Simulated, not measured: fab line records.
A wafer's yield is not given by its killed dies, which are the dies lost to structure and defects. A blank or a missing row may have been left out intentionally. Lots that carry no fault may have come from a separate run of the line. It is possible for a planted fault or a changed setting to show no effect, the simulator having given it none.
Lot-split experiment || flow n5 finfet || route with 1938 steps; 7 lots, 21 wafers read

== THE SPLIT ==
At N5_SD_EPI_N_EXPOSE_06 (exposes mask SD N BLK, target cd 120 nm), the setting dose mj was moved away from the recipe's 39.75 on 7 of the 21 wafers read, by -6.3% to +5.4%. All remaining wafers had this setting at the recipe value.

== FROM THE SPLIT TO THE READING: what the file shows between them, 2 steps ==
- N5_SD_EPI_N_PEB_07: peb time 60 s
- N5_SD_EPI_N_DEVELOP_08: develop time 30 s

== THE READING ==
At N5_SD_EPI_N_CD_MEAS_09: cd nm in nanometres, against a target cd of 120 nm. On this fab line, fault-free wafers typically give 119.9 nm with a standard deviation of 0.53 nm.

{"wafer": "L079.1", "tool, chamber at the split": "arfi scanner-01, 0", "dose mj as run": 38.82, "against the recipe": "-2.3%", "cd nm, nm": 118.6, "against lot-mates on the recipe": -1.5}
{"wafer": "L079.2", "tool, chamber at the split": "arfi scanner-01, 0", "dose mj as run": 38.82, "against the recipe": "-2.3%", "cd nm, nm": 118.9, "against lot-mates on the recipe": -1.2}
{"wafer": "L079.5", "tool, chamber at the split": "arfi scanner-01, 0", "dose mj as run": 39.75, "against the recipe": "recipe", "cd nm, nm": 120.1, "against lot-mates on the recipe": "-"}
{"wafer": "L081.1", "tool, chamber at the split": "arfi scanner-03, 0", "dose mj as run": 39.75, "against the recipe": "recipe", "cd nm, nm": 120.9, "against lot-mates on the recipe": "-"}
{"wafer": "L081.4", "tool, chamber at the split": "arfi scanner-03, 0", "dose mj as run": 39.75, "against the recipe": "recipe", "cd nm, nm": 120.4, "against lot-mates on the recipe": "-"}
{"wafer": "L081.5", "tool, chamber at the split": "arfi scanner-03, 0", "dose mj as run": 39.75, "against the recipe": "recipe", "cd nm, nm": 120.4, "against lot-mates on the recipe": "-"}
{"wafer": "L082.2", "tool, chamber at the split": "arfi scanner-02, 0", "dose mj as run": 39.75, "against the recipe": "recipe", "cd nm, nm": 120.0, "against lot-mates on the recipe": "-"}
{"wafer": "L082.4", "tool, chamber at the split": "arfi scanner-02, 0", "dose mj as run": 39.75, "against the recipe": "recipe", "cd nm, nm": 119.8, "against lot-mates on the recipe": "-"}
{"wafer": "L082.5", "tool, chamber at the split": "arfi scanner-02, 0", "dose mj as run": 39.75, "against the recipe": "recipe", "cd nm, nm": 119.6, "against lot-mates on the recipe": "-"}
{"wafer": "L086.1", "tool, chamber at the split": "arfi scanner-01, 0", "dose mj as run": 39.75, "against the recipe": "recipe", "cd nm, nm": 119.8, "against lot-mates on the recipe": "-"}
{"wafer": "L086.5", "tool, chamber at the split": "arfi scanner-01, 0", "dose mj as run": 39.75, "against the recipe": "recipe", "cd nm, nm": 119.9, "against lot-mates on the recipe": "-"}
{"wafer": "L086.6", "tool, chamber at the split": "arfi scanner-01, 0", "dose mj as run": 39.75, "against the recipe": "recipe", "cd nm, nm": 120.4, "against lot-mates on the recipe": "-"}
{"wafer": "L087.1", "tool, chamber at the split": "arfi scanner-02, 0", "dose mj as run": 39.75, "against the recipe": "recipe", "cd nm, nm": 119.6, "against lot-mates on the recipe": "-"}
{"wafer": "L087.2", "tool, chamber at the split": "arfi scanner-02, 0", "dose mj as run": 39.75, "against the recipe": "recipe", "cd nm, nm": 119.7, "against lot-mates on the recipe": "-"}
{"wafer": "L087.5", "tool, chamber at the split": "arfi scanner-02, 0", "dose mj as run": 37.23, "against the recipe": "-6.3%", "cd nm, nm": 115.4, "against lot-mates on the recipe": -4.2}
{"wafer": "L090.1", "tool, chamber at the split": "arfi scanner-02, 0", "dose mj as run": 41.91, "against the recipe": "+5.4%", "cd nm, nm": 123.6, "against lot-mates on the recipe": "+3.7"}
{"wafer": "L090.5", "tool, chamber at the split": "arfi scanner-02, 0", "dose mj as run": 39.75, "against the recipe": "recipe", "cd nm, nm": 119.9, "against lot-mates on the recipe": "-"}
{"wafer": "L090.6", "tool, chamber at the split": "arfi scanner-02, 0", "dose mj as run": 41.91, "against the recipe": "+5.4%", "cd nm, nm": 123.8, "against lot-mates on the recipe": "+3.9"}
{"wafer": "L096.2", "tool, chamber at the split": "arfi scanner-01, 0", "dose mj as run": 39.75, "against the recipe": "recipe", "cd nm, nm": 119.8, "against lot-mates on the recipe": "-"}
{"wafer": "L096.5", "tool, chamber at the split": "arfi scanner-01, 0", "dose mj as run": 38.37, "against the recipe": "-3.5%", "cd nm, nm": 117.7, "against lot-mates on the recipe": -2.1}
{"wafer": "L096.6", "tool, chamber at the split": "arfi scanner-01, 0", "dose mj as run": 38.37, "against the recipe": "-3.5%", "cd nm, nm": 117.5, "against lot-mates on the recipe": -2.3}

FIT RESULTS
A straight line over all 21 wafers: cd nm changes by +0.686 nm for each +1% of dose mj; r = +0.98; the points scatter about the line by 0.34 nm.
The same after taking each lot's own level away (the mean of its wafers on the recipe; 21 wafers): +0.671 nm for each +1%; r = +0.99; scatter 0.19 nm.
That fit puts the effect of the largest move of dose mj on the reading at 4.3 nm.
The span of the lots' own levels, 119.65 to 120.57 nm, comes to 1.7 times the standard deviation stated above.
The two slopes agree, so the slope changes little with the lot-to-lot level.
Check: -4.19 nm against its lot-mates is what the line predicts for one of the wafers moved furthest among these (-6.3%) when that wafer is left out of the fit. Against them it came out at -4.25 nm.

== THE OTHER SPLITS THESE WAFERS WENT THROUGH ==
Other splits were also applied to these wafers ahead of the reading. Each is held against what the fit with the lots' levels taken away leaves over:
{"other split on the same wafers": "N5_SD_EPI_N_COAT_33 spin rpm", "wafers away from the commonest value": 8, "r with cd nm (lot level and that fit taken away)": "+0.24"}

== THE WHOLE CHAIN: every reading that the file lists as answering this split, in the file's order ==
{"step": "N5_SD_EPI_N_CD_MEAS_09", "what it does": "target cd 120 nm", "reading": "cd nm", "change (the file's fit)": "+0.67 nm for each +1% of the setting", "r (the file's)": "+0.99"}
{"step": "N5_SD_EPI_N_DESCUM_14", "what it does": "chemistry O2, time 7.9 s", "reading": "SD_EPI_N.cd nm (the simulator's own value, which no gauge read)", "change (the file's fit)": "+0.66 nm for each +1% of the setting", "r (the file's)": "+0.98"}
{"step": "N5_SD_EPI_N_ETCH_34", "what it does": "etches SiARC in CF4, target depth 45.5 nm, time 75.8 s", "reading": "SD_EPI_N.cd nm (the simulator's own value, which no gauge read)", "change (the file's fit)": "+0.676 nm for each +1% of the setting", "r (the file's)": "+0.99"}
{"step": "N5_SD_EPI_N_ETCH_35", "what it does": "etches SOC in N2/H2, overetch 108 nm, time 486 s", "reading": "SD_EPI_N.cd nm (the simulator's own value, which no gauge read)", "change (the file's fit)": "+0.688 nm for each +1% of the setting", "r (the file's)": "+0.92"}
{"step": "N5_SD_EPI_N_ETCH_45", "what it does": "etches SiOCN in CH3F/O2, target depth 6 nm", "reading": "SD_EPI_N.cd nm (the simulator's own value, which no gauge read)", "change (the file's fit)": "+0.711 nm for each +1% of the setting", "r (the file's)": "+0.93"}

== FILE'S OWN FIT ==
cd nm changes by +0.67 nm for each +1% of dose mj, r = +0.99.
